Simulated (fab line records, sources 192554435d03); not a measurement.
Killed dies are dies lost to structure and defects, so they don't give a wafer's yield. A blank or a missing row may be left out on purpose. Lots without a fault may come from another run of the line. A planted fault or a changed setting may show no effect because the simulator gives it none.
Chamber matching | flow n5_finfet | N5_BEOL_M5_CURE_79 on uv_cure-02: 3 sister chambers
The step cures SiCOH lowk, time 240 s. 6 wafers are shown with their chamber, then 9 later ones without.

WAFERS WITH THEIR CHAMBER
wafer  | chamber | wafer_temp_C_max | lamp_power_pct (%)
L079.3 | 2       | 387.9            | 52.35
L079.6 | 2       | 386.9            | 52.29
L082.4 | 0       | 388.8            | 52.39
L082.6 | 0       | 387.6            | 52.28
L089.3 | 1       | 386.0            | 52.38
L089.4 | 1       | 386.1            | 52.14

WAFERS WITHOUT THEIR CHAMBER
wafer  | wafer_temp_C_max | lamp_power_pct (%)
L086.2 | 387.4            | 52.35
L086.4 | 386.9            | 52.29
L086.5 | 386.8            | 52.26
L093.1 | 386.3            | 52.29
L093.2 | 386.1            | 52.23
L093.6 | 386.2            | 52.34
L097.4 | 385.4            | 52.27
L097.5 | 385.4            | 52.41
L097.6 | 386.0            | 52.27

WHICH CHAMBER EACH WENT THROUGH
wafer  | from the rows above          | in truth
L086.2 | can't be placed: 2 or 0 or 1 | 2
L086.4 | can't be placed: 2 or 1 or 0 | 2
L086.5 | can't be placed: 2 or 1 or 0 | 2
L093.1 | can't be placed: 1 or 2      | 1
L093.2 | can't be placed: 1 or 2      | 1
L093.6 | can't be placed: 1 or 2      | 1
L097.4 | 1                            | 1
L097.5 | can't be placed: 1 or 2      | 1
L097.6 | 1                            | 1
Placed correctly: 2 of 9. Can't be placed from these rows: 7 (the true chamber is among the candidates in 7). Placed wrongly: 0.
How it was worked out, from the rows above alone: a wafer's distance from a chamber is the root of the sum, over the readings, of the square of ((its reading less the chamber's mean) divided by the reading's scatter). The wafer belongs to the nearest chamber; if the next one is less than 2 further off, it can't be placed. A chamber's mean is the mean of its shown wafers. The scatter: the root of (the sum of the squares of (reading less its chamber's mean) over the shown wafers, divided by (wafers less chambers)).
